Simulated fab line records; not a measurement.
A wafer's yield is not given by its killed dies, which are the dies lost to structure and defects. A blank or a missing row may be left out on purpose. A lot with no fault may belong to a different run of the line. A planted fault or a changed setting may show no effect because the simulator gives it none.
Matching of chambers + flow nand harc + rie diel-13 running NHARC_A_STAIRCASE_DESCUM_168: 4 sister chambers
The step chemistry O2, time 3 s. 22 wafers are shown with their chamber, then 11 later ones without.

== WAFERS WITH THEIR CHAMBER ==
| wafer  | chamber | showerhead plenum p Torr (Torr) | oes product au (a.u.) | rf vpp V (V) |
|--------|---------|---------------------------------|-----------------------|--------------|
| L075.2 | 2       | 1.83                            | 0.991                 | 58.0         |
| L075.4 | 0       | 1.96                            | 1.005                 | 57.6         |
| L075.6 | 3       | 1.90                            | 1.020                 | 56.8         |
| L077.4 | 2       | 1.83                            | 0.990                 | 58.3         |
| L077.5 | 0       | 1.96                            | 0.994                 | 57.8         |
| L077.6 | 1       | 2.06                            | 0.989                 | 59.8         |
| L076.3 | 2       | 1.83                            | 1.002                 | 55.5         |
| L076.4 | 3       | 1.90                            | 1.014                 | 56.2         |
| L076.5 | 3       | 1.90                            | 1.011                 | 58.4         |
| L086.2 | 0       | 1.96                            | 0.980                 | 57.4         |
| L086.4 | 2       | 1.83                            | 1.000                 | 56.9         |
| L086.5 | 1       | 2.05                            | 0.991                 | 58.3         |
| L087.4 | 3       | 1.90                            | 1.006                 | 56.2         |
| L087.5 | 2       | 1.83                            | 0.988                 | 58.4         |
| L087.6 | 1       | 2.05                            | 0.995                 | 58.5         |
| L089.1 | 0       | 1.96                            | 1.003                 | 58.3         |
| L089.5 | 1       | 2.05                            | 0.989                 | 58.9         |
| L089.6 | 2       | 1.82                            | 1.001                 | 56.5         |
| L091.3 | 1       | 2.05                            | 0.997                 | 58.7         |
| L091.5 | 2       | 1.82                            | 0.997                 | 57.0         |
| L091.6 | 1       | 2.05                            | 1.003                 | 59.0         |
| L088.3 | 1       | 2.05                            | 1.002                 | 56.2         |

SIGNATURES (means of the wafers above)
| reading                  | chamber 0 | chamber 1 | chamber 2 | chamber 3 | scatter within a chamber |
|--------------------------|-----------|-----------|-----------|-----------|--------------------------|
| showerhead plenum p Torr | 1.9600    | 2.0514    | 1.8271    | 1.9000    | 0.00356                  |
| oes product au           | 0.99550   | 0.99514   | 0.99557   | 1.01275   | 0.00706                  |
| rf vpp V                 | 57.775    | 58.486    | 57.229    | 56.900    | 0.999                    |
Rule: for a wafer and a chamber, the distance is found by dividing, reading by reading, the gap between the wafer's reading and the chamber's mean by the reading's scatter, squaring, summing and taking the root. If the next closest chamber is less than 2 further off than the closest, the wafer can't be placed; otherwise it belongs to the closest. How the scatter is found: for the shown wafers, subtract from each reading the mean of its chamber, square and add these, divide the total by (wafers less chambers), then take the root.

== WAFERS WITHOUT THEIR CHAMBER ==
| wafer  | showerhead plenum p Torr (Torr) | oes product au (a.u.) | rf vpp V (V) |
|--------|---------------------------------|-----------------------|--------------|
| L088.4 | 1.89                            | 1.017                 | 57.6         |
| L088.6 | 1.96                            | 1.006                 | 58.4         |
| L090.1 | 1.90                            | 1.009                 | 56.1         |
| L090.2 | 1.82                            | 1.001                 | 57.7         |
| L090.3 | 1.96                            | 1.009                 | 58.4         |
| L093.2 | 1.95                            | 1.005                 | 57.9         |
| L093.4 | 1.89                            | 1.019                 | 58.6         |
| L093.6 | 2.05                            | 1.007                 | 57.7         |
| L096.1 | 1.89                            | 1.004                 | 59.1         |
| L096.3 | 1.95                            | 0.996                 | 58.6         |
| L096.5 | 1.89                            | 1.008                 | 58.4         |

== WHICH CHAMBER EACH WENT THROUGH ==
| wafer  | from the rows above | in truth |
|--------|---------------------|----------|
| L088.4 | 3                   | 3        |
| L088.6 | 0                   | 0        |
| L090.1 | 3                   | 3        |
| L090.2 | 2                   | 2        |
| L090.3 | 0                   | 0        |
| L093.2 | 0                   | 0        |
| L093.4 | 3                   | 3        |
| L093.6 | 1                   | 1        |
| L096.1 | 3                   | 3        |
| L096.3 | 0                   | 0        |
| L096.5 | 3                   | 3        |
Correct placement for 11 of the 11. From these rows, 0 cannot be placed. Placed wrongly: 0.
